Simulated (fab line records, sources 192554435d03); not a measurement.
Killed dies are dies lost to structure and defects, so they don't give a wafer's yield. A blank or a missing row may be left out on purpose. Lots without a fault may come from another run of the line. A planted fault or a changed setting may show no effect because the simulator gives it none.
Split-lot experiment | flow n5_finfet | 7 lots, 21 wafers read, on a route of 1938 steps

THE SPLIT
At N5_SD_EPI_N_COAT_33 (time 60 s, resist thk 35 nm), the setting spin_rpm was moved away from the recipe's 1500 rpm on 4 of the 21 wafers read, by +5.7% to +10.6%. The other wafers ran this setting at the recipe's value.

FROM THE SPLIT TO THE READING: what the file shows between them, 8 steps
- N5_SD_EPI_N_COAT_03: resist thk 150 nm
- N5_SD_EPI_N_EBR_05
- N5_SD_EPI_N_DESCUM_14: chemistry O2, time 7.9 s
- N5_SD_EPI_N_ETCH_34: etches SiARC in CF4, target depth 45.5 nm, time 75.8 s
- N5_SD_EPI_N_ETCH_35: etches SOC in N2/H2, overetch 108 nm, time 486 s
- N5_SD_EPI_N_STRIP_36: strips in N2/H2
- N5_SD_EPI_N_ETCHBACK_44: etches SiNx in CH3F/O2, stops on SiO2, target depth 14.5 nm
- N5_SD_EPI_N_ETCH_45: etches SiOCN in CH3F/O2, target depth 6 nm

THE READING
SiARC_of_SD_EPI_N_COAT_33.thk_nm (the simulator's own value, which no gauge read), in nm, at N5_SD_EPI_N_ETCH_16 (etches SiO2 in CHF3/O2, target depth 5 nm). The file gives no usual value for it. The 17 wafers here that ran the recipe average 12.6 nm, standard deviation 0.34 nm.

wafer  | tool, chamber at the split | spin_rpm as run, rpm | against the recipe | SiARC_of_SD_EPI_N_COAT_33.thk_nm, nm | against lot-mates on the recipe
L079.3 | litho_track-04, 0          | 1659                 | +10.6%             | 10.8                                 | -2.0
L079.4 | litho_track-04, 0          | 1500                 | recipe             | 12.8                                 | -
L079.6 | litho_track-04, 0          | 1500                 | recipe             | 12.8                                 | -
L085.1 | litho_track-04, 0          | 1500                 | recipe             | 12.2                                 | -
L085.4 | litho_track-04, 0          | 1500                 | recipe             | 12.2                                 | -
L085.5 | litho_track-04, 0          | 1500                 | recipe             | 12.6                                 | -
L087.2 | litho_track-02, 0          | 1500                 | recipe             | 13.2                                 | -
L087.3 | litho_track-02, 0          | 1500                 | recipe             | 12.6                                 | -
L087.5 | litho_track-02, 0          | 1500                 | recipe             | 13                                   | -
L089.3 | litho_track-02, 0          | 1500                 | recipe             | 13                                   | -
L089.6 | litho_track-02, 0          | 1500                 | recipe             | 13                                   | -
L089.5 | litho_track-02, 0          | 1623                 | +8.2%              | 11.2                                 | -1.8
L090.2 | litho_track-04, 0          | 1500                 | recipe             | 13                                   | -
L090.5 | litho_track-04, 0          | 1585                 | +5.7%              | 11.6                                 | -1.4
L090.6 | litho_track-04, 0          | 1585                 | +5.7%              | 11.4                                 | -1.6
L094.1 | litho_track-04, 0          | 1500                 | recipe             | 12.2                                 | -
L094.4 | litho_track-04, 0          | 1500                 | recipe             | 12.2                                 | -
L094.6 | litho_track-04, 0          | 1500                 | recipe             | 12.4                                 | -
L097.2 | litho_track-04, 0          | 1500                 | recipe             | 12.2                                 | -
L097.3 | litho_track-04, 0          | 1500                 | recipe             | 12.4                                 | -
L097.6 | litho_track-04, 0          | 1500                 | recipe             | 12.6                                 | -

THE FIT
A straight line over all 21 wafers: SiARC_of_SD_EPI_N_COAT_33.thk_nm changes by -0.177 nm for each +1% of spin_rpm; r = -0.87; the points scatter about the line by 0.32 nm.
The same after taking each lot's own level away (the mean of its wafers on the recipe; 21 wafers): -0.215 nm for each +1%; r = -0.97; scatter 0.19 nm.
On that fit, the largest move of spin_rpm shifts the reading by 2.3 nm.
The lots' own levels span 12.27 to 13.00 nm, that is 2.2 times the standard deviation above.
So the lot-to-lot level changes the slope: the two fits differ.
Check: with one of the wafers moved furthest among these (+10.6%) left out of the fit, the line predicts -2.56 nm for it against its lot-mates. It came out at -2 nm against them.

OTHER SPLITS ON THESE WAFERS
These wafers also went through other splits before the reading. Each is held against what the fit with the lots' levels taken away leaves over:
other split on the same wafers | wafers away from the commonest value | r with SiARC_of_SD_EPI_N_COAT_33.thk_nm (lot level and that fit taken away)
N5_DUMMY_GATE_COAT_28 spin_rpm | 9                                    | -0.06

THE WHOLE CHAIN: every reading that the file lists as answering this split, in the file's order
step                    | what it does                                                | reading                                                                                   | change (the file's fit)               | r (the file's)
N5_SD_EPI_N_COAT_33     | time 60 s, resist thk 35 nm                                 | SiARC_of_SD_EPI_N_COAT_33.thk_nm (the simulator's own value, which no gauge read)         | -0.171 nm for each +1% of the setting | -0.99
N5_SD_EPI_N_ETCH_34     | etches SiARC in CF4, target depth 45.5 nm, time 75.8 s      | etch_rf_on_time_s                                                                         | withheld for each +1% of the setting  | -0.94
N5_SD_EPI_N_ETCH_34     | etches SiARC in CF4, target depth 45.5 nm, time 75.8 s      | etch.depth_nm (the simulator's own value, which no gauge read)                            | -0.163 nm for each +1% of the setting | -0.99
N5_SD_EPI_N_ETCH_34     | etches SiARC in CF4, target depth 45.5 nm, time 75.8 s      | CAR-ArF-block_of_SD_EPI_N_COAT_03.thk_nm (the simulator's own value, which no gauge read) | +0.169 nm for each +1% of the setting | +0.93
N5_SD_EPI_N_ETCH_35     | etches SOC in N2/H2, overetch 108 nm, time 486 s            | SiARC_of_SD_EPI_N_COAT_33.thk_nm (the simulator's own value, which no gauge read)         | -0.202 nm for each +1% of the setting | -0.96
N5_SD_EPI_N_ETCHBACK_44 | etches SiNx in CH3F/O2, stops on SiO2, target depth 14.5 nm | SiARC_of_SD_EPI_N_COAT_33.thk_nm (the simulator's own value, which no gauge read)         | -0.22 nm for each +1% of the setting  | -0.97
N5_SD_EPI_N_ETCH_16     | etches SiO2 in CHF3/O2, target depth 5 nm                   | SiARC_of_SD_EPI_N_COAT_33.thk_nm (the simulator's own value, which no gauge read)         | -0.21 nm for each +1% of the setting  | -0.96

THE FILE'S OWN FIT
SiARC_of_SD_EPI_N_COAT_33.thk_nm changes by -0.21 nm for each +1% of spin_rpm, r = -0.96.
